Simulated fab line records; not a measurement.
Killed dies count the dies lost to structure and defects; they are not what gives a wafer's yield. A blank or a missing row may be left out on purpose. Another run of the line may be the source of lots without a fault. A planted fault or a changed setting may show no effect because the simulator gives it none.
fab line records ; flow n5Finfet
record: lots: 7; wafers: 19; lastDay: 16
route steps=1938 shown BEOL_M9@1450 PASSIVATION@1936
lots untouched by any fault: they come from a run of this same line in which no faults occurred
startH: start of the lot's first displayed wafer, in hours after the record's first day ; waitH: hours since the lot's step before ; " the same as in the row above ; L1.1+2: a single row standing in for several wafers ; - either no value or no given start ; * or withheld: withheld ; < > ~ a bound
route shown NAME@n: names a module that has steps shown in the file, with the first one's number in the route ; usual: average and standard deviation across the fault-free wafers ; same: alike in all rows ; chamber/n: place in a boat ; sites: readings site by site ; _std_site: standard deviation across them ; _edge_site: mean of outer sites minus mean of inner sites ; radiusMm: how far each site lies from the wafer's centre ; mask NAME#n: copy n ; behind: tool/chamber where the wafer was last shaped ; hold: reason for holding the lot/hours on hold/outcome of the hold ; device: which transistor (n, p or np) failed to switch ; end of line: tests of these same wafers at the route's end ; a step given without rows: its recipe and nothing more ; killed: count of dies lost to structure and defects at first sort (not the wafer's yield) ; map: a wafer's dies, marking killed ones x, the rest . and places with no die _
set.NAME: the run value of the setting; set.NAME@STEP: its run value at that earlier step ; model.NAME: the simulator's own value behind a step, which no gauge read
lots seen at some steps along the route; tables by step, rows by wafer
services: from which hour (startH, from the record's first day; less than 0 if before it) a tool's chamber was out of use, for how many hours, and why
== steps ==
step: N5_BEOL_M9_HM_STRIP_39
recipe: chemistry: peroxideTinStrip; material: TiN; targetDepthA: 250; tempC: 50; timeS: 158
step: N5_BEOL_M9_SRD_40
recipe: timeS: 30; tempC: 23; rinseLiquid: diw; dry: ipaMarangoni
step: N5_BEOL_M9_PRECLEAN_42
recipe: chemistry: residueRemover; timeS: 60; tempC: 40
step: N5_BEOL_M9_SRD_43
recipe: timeS: 30; tempC: 23; rinseLiquid: diw; dry: ipaMarangoni
step: N5_BEOL_M9_CD_MEAS_35
recipe: targetCdNm: 70; targetCdYNm: 40; polarity: opening
usual: cdNm: 69.9/0.63
lot.wafer;tool;chamber;startH;waitH;cdNm
L659.1;cdSem-01;-;207.92;0.0;68.8
L659.3;cdSem-01;-;207.92;0.0;69.7
L659.4;cdSem-01;-;207.92;0.0;70.6
L665.3;cdSem-03;-;248.73;0.0;70.2
L665.4;cdSem-03;-;248.73;0.0;70.7
L665.5;cdSem-03;-;248.73;0.0;69.8
L666.1;cdSem-02;-;251.53;0.0;69.5
L666.4;cdSem-02;-;251.53;0.0;69.8
L667.4;cdSem-02;-;257.11;0.0;68.5
L667.5;cdSem-02;-;257.11;0.0;69.3
L676.1;cdSem-02;-;314.47;0.0;70.3
L676.3;cdSem-02;-;314.47;0.0;69.6
L676.6;cdSem-02;-;314.47;0.0;69.7
L677.1;cdSem-01;-;317.85;0.0;70.2
L677.3;cdSem-01;-;317.85;0.0;69.7
L677.6;cdSem-01;-;317.85;0.0;69.2
L678.2;cdSem-01;-;330.84;0.0;69.4
L678.3;cdSem-01;-;330.84;0.0;69.8
L678.5;cdSem-01;-;330.84;0.0;69.8
step: N5_BEOL_M9_CURE_72
recipe: tempC: 370; timeS: 120; ambient: DMADMS/He; material: SiCOH_lowk
usual: lampPowerPct: 52.31/0.049; wafer_temp_C_max: 371.7/0.61
lot.wafer;tool;chamber;startH;waitH;lampPowerPct;wafer_temp_C_max
L659.1;uvCure-03;2;207.96;0.0;52.30;372.2
L659.3;uvCure-03;2;207.96;0.0;52.33;372.6
L659.4;uvCure-03;2;207.96;0.0;52.30;372.1
L665.3;uvCure-02;2;248.87;0.1;52.25;370.7
L665.4;uvCure-02;2;248.87;0.1;52.31;371.1
L665.5;uvCure-02;2;248.87;0.1;52.32;370.9
L666.1;uvCure-02;2;251.57;0.0;52.34;371.3
L666.4;uvCure-02;2;251.57;0.0;52.29;370.7
L667.4;uvCure-01;1;257.30;0.2;52.34;372.3
L667.5;uvCure-01;1;257.30;0.2;52.18;372.2
L676.1;uvCure-01;1;314.51;0.0;52.30;371.7
L676.3;uvCure-01;1;314.51;0.0;52.44;372.2
L676.6;uvCure-01;1;314.51;0.0;52.33;372.0
L677.1;uvCure-03;2;318.09;0.2;52.21;372.2
L677.3;uvCure-03;2;318.09;0.2;52.27;371.3
L677.6;uvCure-03;2;318.09;0.2;52.31;372.4
L678.2;uvCure-01;1;330.93;0.1;52.33;372.2
L678.3;uvCure-01;1;330.93;0.1;52.36;372.5
L678.5;uvCure-01;1;330.93;0.1;52.39;372.1
step: N5_BEOL_M9_DEGAS_44
recipe: ambient: vacuum; tempC: 250; timeS: 60
usual: heaterPowerW: 338/35
lot.wafer;tool;chamber;startH;waitH;heaterPowerW
L659.1;pvdSputter-02;-;208.95;0.9;287
L659.3;pvdSputter-02;-;208.95;0.9;374
L659.4;pvdSputter-02;-;208.95;0.9;307
L665.3;pvdSputter-02;-;249.74;0.8;359
L665.4;pvdSputter-02;-;249.74;0.8;289
L665.5;pvdSputter-02;-;249.74;0.8;372
L666.1;pvdSputter-03;-;253.10;1.3;320
L666.4;pvdSputter-03;-;253.10;1.3;305
L667.4;pvdSputter-01;-;257.59;0.2;412
L667.5;pvdSputter-01;-;257.59;0.2;329
L676.1;pvdSputter-02;-;315.41;0.8;282
L676.3;pvdSputter-02;-;315.41;0.8;367
L676.6;pvdSputter-02;-;315.41;0.8;355
L677.1;pvdSputter-01;-;319.17;1.0;402
L677.3;pvdSputter-01;-;319.17;1.0;375
L677.6;pvdSputter-01;-;319.17;1.0;326
L678.2;pvdSputter-01;-;331.35;0.4;394
L678.3;pvdSputter-01;-;331.35;0.4;327
L678.5;pvdSputter-01;-;331.35;0.4;327
step: N5_BEOL_M9_PRE_CLEAN_45
recipe: gas: H2/He; timeS: 30; tempC: 250
usual: heaterPowerW: 338/35
lot.wafer;tool;chamber;startH;waitH;heaterPowerW
L659.1;pvdSputter-02;-;208.99;0.0;290
L659.3;pvdSputter-02;-;208.99;0.0;375
L659.4;pvdSputter-02;-;208.99;0.0;317
L665.3;pvdSputter-02;-;249.78;0.0;350
L665.4;pvdSputter-02;-;249.78;0.0;285
L665.5;pvdSputter-02;-;249.78;0.0;375
L666.1;pvdSputter-03;-;253.14;0.0;314
L666.4;pvdSputter-03;-;253.14;0.0;307
L667.4;pvdSputter-01;-;257.63;0.0;415
L667.5;pvdSputter-01;-;257.63;0.0;324
L676.1;pvdSputter-02;-;315.45;0.0;291
L676.3;pvdSputter-02;-;315.45;0.0;388
L676.6;pvdSputter-02;-;315.45;0.0;356
L677.1;pvdSputter-01;-;319.21;0.0;404
L677.3;pvdSputter-01;-;319.21;0.0;384
L677.6;pvdSputter-01;-;319.21;0.0;324
L678.2;pvdSputter-01;-;331.39;0.0;405
L678.3;pvdSputter-01;-;331.39;0.0;320
L678.5;pvdSputter-01;-;331.39;0.0;323
step: N5_BEOL_M9_ALD_74
recipe: material: TaN; targetThkA: 20; tempC: 275; aldPrecursorFamily: PDMAT; aldCoReactant: NH3; pressureTorr: 3; carrierFlowSccm: 1500; pulseTimeS: 2; purgeTimeS: 3; coReactantPurgeTimeS: 2; coReactantPulseTimeS: 3; aldCycles: 40; precursorVesselTempC: 75; precursorVesselPressureTorr: 26.25; precursorVesselCarrierSccm: 1000
step: N5_BEOL_M9_SURFACE_TREAT_79
recipe: gas: Ar; timeS: *; ionEnergyEv: *; ionCurrentMaCm2: 0.5; pressureMtorr: *; arFlowSccm: 30
usual: throttleValvePct: *
lot.wafer;tool;chamber;startH;waitH;throttleValvePct
L659.1;pvdSputter-02;-;209.37;0.2;*
L659.3;pvdSputter-02;-;209.37;0.2;*
L659.4;pvdSputter-02;-;209.37;0.2;*
L665.3;pvdSputter-01;-;250.39;0.4;*
L665.4;pvdSputter-01;-;250.39;0.4;*
L665.5;pvdSputter-01;-;250.39;0.4;*
L666.1;pvdSputter-02;-;253.81;0.5;*
L666.4;pvdSputter-02;-;253.81;0.5;*
L667.4;pvdSputter-03;-;257.97;0.2;*
L667.5;pvdSputter-03;-;257.97;0.2;*
L676.1;pvdSputter-02;-;315.85;0.2;*
L676.3;pvdSputter-02;-;315.85;0.2;*
L676.6;pvdSputter-02;-;315.85;0.2;*
L677.1;pvdSputter-02;-;319.61;0.2;*
L677.3;pvdSputter-02;-;319.61;0.2;*
L677.6;pvdSputter-02;-;319.61;0.2;*
L678.2;pvdSputter-01;-;331.79;0.2;*
L678.3;pvdSputter-01;-;331.79;0.2;*
L678.5;pvdSputter-01;-;331.79;0.2;*
step: N5_BEOL_M9_CVD_78
recipe: material: Co; targetThkA: 20; tempC: withheld; precursor: CCTBA/H2; pressureTorr: 30; timeS: 138.9
step: N5_BEOL_M9_SPUTTER_48
recipe: material: Cu; targetThkA: 120; tempC: -20; biasV: 60; powerW: 26000; chamberPressurePa: 0.13; timeS: 2
usual: chuckGasFlowSccm: 1.26/0.054; throttleValvePct: 29.9/0.85
lot.wafer;tool;chamber;startH;waitH;chuckGasFlowSccm;throttleValvePct
L659.1;pvdSputter-02;-;209.89;0.2;1.14;29.1
L659.3;pvdSputter-02;-;209.89;0.2;1.22;30.3
L659.4;pvdSputter-02;-;209.89;0.2;1.24;29.3
L665.3;pvdSputter-01;-;250.99;0.1;1.25;30.7
L665.4;pvdSputter-01;-;250.99;0.1;1.21;30.4
L665.5;pvdSputter-01;-;250.99;0.1;1.17;30.4
L666.1;pvdSputter-01;-;254.01;0.1;1.32;30.7
L666.4;pvdSputter-01;-;254.01;0.1;1.21;33.1
L667.4;pvdSputter-03;-;258.14;0.0;1.36;30.3
L667.5;pvdSputter-03;-;258.14;0.0;1.23;29.7
L676.1;pvdSputter-03;-;316.06;0.1;1.30;29.8
L676.3;pvdSputter-03;-;316.06;0.1;1.26;30.3
L676.6;pvdSputter-03;-;316.06;0.1;1.23;30.3
L677.1;pvdSputter-02;-;319.83;0.1;1.25;29.1
L677.3;pvdSputter-02;-;319.83;0.1;1.20;28.9
L677.6;pvdSputter-02;-;319.83;0.1;1.21;29.1
L678.2;pvdSputter-02;-;334.31;2.2;1.31;30.0
L678.3;pvdSputter-02;-;334.31;2.2;1.20;30.2
L678.5;pvdSputter-02;-;334.31;2.2;1.18;29.9
step: N5_BEOL_M9_ECD_50
recipe: material: Cu; targetThkA: 3180
lot.wafer;tool;chamber;startH;waitH;model.Cu_of_BEOL_M9_ECD_50.thkNm
L659.1;ecdCu-02;1;210.01;0.1;320.8
L659.3;ecdCu-02;1;210.01;0.1;311.6
L659.4;ecdCu-02;0;210.01;0.1;317
L665.3;ecdCu-02;1;251.14;0.1;315.8
L665.4;ecdCu-02;0;251.14;0.1;441
L665.5;ecdCu-02;0;251.14;0.1;441.8
L666.1;ecdCu-02;1;254.13;0.1;315.6
L666.4;ecdCu-02;0;254.13;0.1;440.8
L667.4;ecdCu-02;0;258.29;0.1;441.4
L667.5;ecdCu-02;0;258.29;0.1;445.8
L676.1;ecdCu-01;1;316.17;0.1;315.6
L676.3;ecdCu-01;1;316.17;0.1;317.8
L676.6;ecdCu-01;1;316.17;0.1;319.6
L677.1;ecdCu-01;0;319.95;0.1;319.6
L677.3;ecdCu-01;1;319.95;0.1;320.8
L677.6;ecdCu-01;0;319.95;0.1;320
L678.2;ecdCu-01;0;334.43;0.1;318.8
L678.3;ecdCu-01;0;334.43;0.1;314.4
L678.5;ecdCu-01;1;334.43;0.1;318.4
step: N5_BEOL_M9_ANNEAL_51
recipe: tempC: 225; timeS: 90; ambient: N2
step: N5_BEOL_M9_CMP_52
recipe: stopOn: SiCOH_lowk; tOverpolishS: 7; downForcePsi: 1; platenRpm: 50; clearingPlatenDownForcePsi: 1.5; clearingPlatenRpm: 50; postCmpClean: cuAlkaline; targetThkNm: 140; clearingPlatenPadVelocityMS: 0.99484; padVelocityMS: 0.99484
usual: motorCurrentA: 5.8/0.73; timeToEndpointS: 63/3.2
lot.wafer;tool;chamber;startH;waitH;motorCurrentA;timeToEndpointS
L659.4;cmp-02;0;211.11;0.1;5.4;63
L659.1;cmp-02;1;211.11;0.1;5.3;59
L659.3;cmp-02;3;211.11;0.1;5.4;67
L665.4;cmp-04;2;252.02;0.2;7.3;88
L665.3;cmp-04;3;252.02;0.2;5.6;62
L665.5;cmp-04;1;252.02;0.2;6.7;85
L666.1;cmp-02;2;254.65;0.3;6.7;64
L666.4;cmp-02;3;254.65;0.3;4.8;95
L667.4;cmp-03;0;258.67;0.1;5.5;89
L667.5;cmp-03;0;258.67;0.1;5.6;87
L676.3;cmp-02;2;317.04;0.2;6.7;67
L676.1;cmp-02;0;317.04;0.2;5.8;67
L676.6;cmp-02;3;317.04;0.2;5.6;72
L677.1;cmp-04;0;320.35;0.3;5.0;62
L677.3;cmp-04;1;320.35;0.3;6.6;62
L677.6;cmp-04;1;320.35;0.3;6.8;59
L678.2;cmp-04;0;334.87;0.2;5.1;62
L678.3;cmp-04;2;334.87;0.2;7.5;61
L678.5;cmp-04;3;334.87;0.2;5.9;65
step: N5_BEOL_M9_THK_MEAS_53
recipe: thkMeasGauge: xrf; reads: Cu_of_BEOL_M9_ECD_50
usual: M9_THK: 138.3/2.3
lot.wafer;tool;chamber;startH;waitH;M9_THK[nm]
L659.1;filmMetro-02;-;211.40;-;139.4
L659.3;filmMetro-02;-;211.40;-;137.2
L659.4;filmMetro-02;-;211.40;-;134.5
L665.3;filmMetro-01;-;252.25;0.2;139.6
L665.4;filmMetro-01;-;252.25;0.2;135.6
L665.5;filmMetro-01;-;252.25;0.2;136.4
L666.1;filmMetro-02;-;254.87;-;136.8
L666.4;filmMetro-02;-;254.87;-;138.3
L667.4;filmMetro-02;-;258.97;-;138.3
L667.5;filmMetro-02;-;258.97;-;140.9
L676.1;filmMetro-02;-;317.33;-;140.1
L676.3;filmMetro-02;-;317.33;-;139.6
L676.6;filmMetro-02;-;317.33;-;139.4
L677.1;filmMetro-02;-;320.65;-;135.5
L677.3;filmMetro-02;-;320.65;-;139.0
L677.6;filmMetro-02;-;320.65;-;133.4
L678.2;filmMetro-01;-;335.13;-;136.8
L678.3;filmMetro-01;-;335.13;-;141.2
L678.5;filmMetro-01;-;335.13;-;138.9
step: N5_PASSIVATION_PROBE_49
usual: defectLimitedYield: 91.0/1.4; killed_at_M0_to_M3: 35/10; killed_at_M4_up: 13/6; killedAtContacts: 13/6.4; killedAtFrontEnd: 42/12; killedAtOther: 3.2/2.4; killedDies: 107/17; killedOnRim: 15/4.1; killedOpen: 69/13; killedShort: 33/7.3; sort_bin_5_function: 5.3/0.92; sort_bin_6_memory: 3.3/0.66; sortNPass: 1073/17; sortYieldPct: 90.9/1.4
same: grossDies: 1180; killedAtBackSide: 0; sort_bin_4_leakage[%]: 0; sort_bin_8_speed[%]: 0
lot.wafer;tool;chamber;startH;waitH;defectLimitedYield[%];killed_at_M0_to_M3;killed_at_M4_up;killedAtContacts;killedAtFrontEnd;killedAtOther;killedDies;killedOnRim;killedOpen;killedShort;sort_bin_5_function[%];sort_bin_6_memory[%];sortNPass;sortYieldPct[%]
L659.1;prober-02;-;265.16;0.0;91.4;34;12;4;50;1;101;13;71;27;4.7;3.6;1079;91.4
L659.3;prober-02;-;265.26;0.1;89.1;53;11;6;59;0;129;12;76;48;6.4;4.1;1051;89.1
L659.4;prober-02;-;265.31;0.2;92.0;28;11;8;47;0;94;10;56;30;3.7;3.5;1086;92.0
L666.4;prober-02;-;317.83;0.2;91.4;35;16;6;43;2;102;14;64;35;4.5;3.9;1078;91.4
L667.4;prober-01;-;318.17;0.2;90.4;49;25;5;33;1;113;17;76;25;5.2;3.5;1067;90.4
L667.5;prober-01;-;318.22;0.2;90.5;37;10;13;43;9;112;15;73;36;5.9;3.4;1068;90.5
L676.1;prober-01;-;369.26;0.3;91.2;32;10;7;55;0;104;13;64;36;4.8;3.6;1076;91.2
L676.3;prober-01;-;369.36;0.4;92.7;40;14;1;28;3;86;11;62;22;4.7;2.5;1094;92.7
L676.6;prober-01;-;369.51;0.6;92.9;29;10;7;34;4;84;9;55;23;4.2;2.3;1096;92.9
L678.2;prober-02;-;392.09;0.1;88.9;36;7;8;77;3;131;14;92;36;7.3;3.4;1049;88.9
L678.3;prober-02;-;392.14;0.1;88.9;50;7;8;65;1;131;17;91;35;6.0;4.6;1049;88.9
L678.5;prober-02;-;392.24;0.2;89.8;39;9;7;62;3;120;16;81;37;6.4;3.5;1060;89.8
killed by level:class
L659.1 FIN_SAQP:geometricParticle:open=9 STI_FIN_REVEAL:geometricParticle:open=9 BEOL_M2:geometricParticle:open=9 DUMMY_GATE:geometricParticle:open=8 BEOL_M4:geometricParticle:open=7 BEOL_M1:geometricParticle:open=6 BEOL_M0_SAQP:geometricParticle:short=5 BEOL_M0_SAQP:geometricParticle:open=5
L659.3 FIN_SAQP:geometricParticle:short=16 BEOL_M0_SAQP:geometricParticle:open=12 BEOL_M0_SAQP:geometricParticle:short=12 BEOL_M2:geometricParticle:open=12 FIN_SAQP:geometricParticle:open=11 GATE_CUT:geometricParticle:open=7 DUMMY_GATE:geometricParticle:open=6 BEOL_M0:geometricParticle:open=6
L659.4 FIN_SAQP:geometricParticle:short=10 BEOL_M0_SAQP:geometricParticle:open=9 GATE_CUT:geometricParticle:short=7 MOL_CONTACT_COAG:geometricParticle:open=7 FIN_SAQP:geometricParticle:open=6 DUMMY_GATE:geometricParticle:open=6 BEOL_M0_SAQP:geometricParticle:short=6 HKMG_FIN:areaEtch=5
L666.4 STI_FIN_REVEAL:geometricParticle:open=12 BEOL_M1:geometricParticle:open=9 BEOL_M0_SAQP:geometricParticle:short=7 FIN_SAQP:geometricParticle:open=6 DUMMY_GATE:geometricParticle:open=6 BEOL_M2:geometricParticle:open=5 MOL_CONTACT_COAG:geometricParticle:open=4 BEOL_M2:geometricParticle:short=4
L667.4 BEOL_M4:geometricParticle:open=15 BEOL_M3:geometricParticle:open=10 BEOL_M1:geometricParticle:open=9 FIN_SAQP:geometricParticle:open=7 BEOL_M0_SAQP:geometricParticle:open=7 HKMG_FIN:areaEtch=7 BEOL_M0:geometricParticle:open=6 DUMMY_GATE:geometricParticle:open=5
L667.5 STI_FIN_REVEAL:geometricParticle:open=12 MOL_CONTACT_COAG:geometricParticle:open=8 BEOL_M3:geometricParticle:open=8 BEOL_M1:geometricParticle:open=7 BEOL_M2:geometricParticle:open=7 DUMMY_GATE:geometricParticle:open=5 STI_FIN_REVEAL:geometricParticle:short=4 GATE_CUT:geometricParticle:short=4
L676.1 BEOL_M2:geometricParticle:open=10 FIN_SAQP:geometricParticle:open=8 FIN_SAQP:geometricParticle:short=8 ILD0:geometricParticle:short=8 STI_FIN_REVEAL:geometricParticle:open=7 STARTING-WAFER:geometricParticle:short=7 BEOL_M0_SAQP:geometricParticle:short=7 MOL_CONTACT_COAG:geometricParticle:open=5
L676.3 BEOL_M2:geometricParticle:open=14 BEOL_M4:geometricParticle:open=8 FIN_SAQP:geometricParticle:short=7 BEOL_M0_SAQP:geometricParticle:open=7 BEOL_M3:geometricParticle:open=7 FIN_SAQP:geometricParticle:open=6 STI_FIN_REVEAL:geometricParticle:open=5 BEOL_M1:geometricParticle:open=5
L676.6 BEOL_M2:geometricParticle:open=9 MOL_CONTACT_COAG:geometricParticle:open=6 BEOL_M0_SAQP:geometricParticle:short=6 ILD0:geometricParticle:open=5 BEOL_M0_SAQP:geometricParticle:open=5 GATE_CUT:geometricParticle:short=4 BEOL_M5:geometricParticle:open=4 STI_FIN_REVEAL:geometricParticle:open=3
L678.2 STI_FIN_REVEAL:geometricParticle:open=30 FIN_SAQP:geometricParticle:open=14 BEOL_M0_SAQP:geometricParticle:short=9 BEOL_M0_SAQP:geometricParticle:open=9 FIN_SAQP:geometricParticle:short=6 MOL_CONTACT_COAG:geometricParticle:open=6 BEOL_M2:geometricParticle:open=6 STI_FIN_REVEAL:geometricParticle:short=5
L678.3 STI_FIN_REVEAL:geometricParticle:open=16 BEOL_M0_SAQP:geometricParticle:open=13 FIN_SAQP:geometricParticle:open=11 BEOL_M0_SAQP:geometricParticle:short=10 BEOL_M2:geometricParticle:open=10 BEOL_M3:geometricParticle:open=9 DUMMY_GATE:geometricParticle:open=8 FIN_SAQP:geometricParticle:short=7
L678.5 STI_FIN_REVEAL:geometricParticle:open=16 BEOL_M0_SAQP:geometricParticle:open=11 FIN_SAQP:geometricParticle:open=9 FIN_SAQP:geometricParticle:short=7 MOL_CONTACT_COAG:geometricParticle:open=7 BEOL_M0_SAQP:geometricParticle:short=7 BEOL_M1:geometricParticle:open=7 BEOL_M2:geometricParticle:open=6
== services ==
tool;chamber;startH;hours;kind
cmp-04;-;186.80;5.9;pm
uvCure-02;-;190.28;1.0;pm
cmp-02;-;194.17;4.0;pm
cmp-02;-;198.17;-;consumableReplace:conditioner
cmp-03;-;198.60;4.6;pm
ecdCu-02;-;202.90;2.2;repair
cmp-03;-;204.47;0.6;repair
cmp-03;-;218.22;5.1;pm
uvCure-01;-;220.82;7.1;pm
cmp-03;-;224.05;0.2;repair
uvCure-03;-;246.03;7.1;pm
cmp-03;-;247.08;1.8;repair
cmp-04;-;263.94;6.4;repair
cmp-02;-;272.17;5.4;pm
ecdCu-01;-;285.06;1.6;repair
uvCure-02;-;307.73;6.0;pm
cmp-04;-;310.87;5.1;repair
uvCure-02;-;313.73;7.1;pm
cmp-03;-;315.40;4.0;pm
cmp-04;-;321.17;4.0;pm
cmp-04;-;325.17;-;consumableReplace:conditioner
cmp-04;-;325.17;-;consumableReplace:pad
cmp-02;-;329.36;1.6;repair
uvCure-01;-;331.57;6.0;pm
== key ==
firstSign: step: N5_BEOL_M9_CMP_52; reading: timeToEndpointS; direction: up; sigmas: 8.2; usual: *; struck: *
effect none on later readings
modelEffect: step: N5_BEOL_M9_ECD_50; value: Cu_of_BEOL_M9_ECD_50.thkNm; without: 317; struck: 442.2
metAt N5_BEOL_M9_ECD_50
struckWafers L665.4,L665.5,L666.4,L667.4,L667.5
onsetBetween 210.01 251.14
fault: kind: processParameterDrift; tool: ecdCu-02; chamber: -; onsetH: 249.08; steps: N5_BEOL_M9_ECD_50; channel: targetThkA; offset: *; shape: step; endH: 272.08; scope: struckWafersOnly; actsIn: *; stated: *
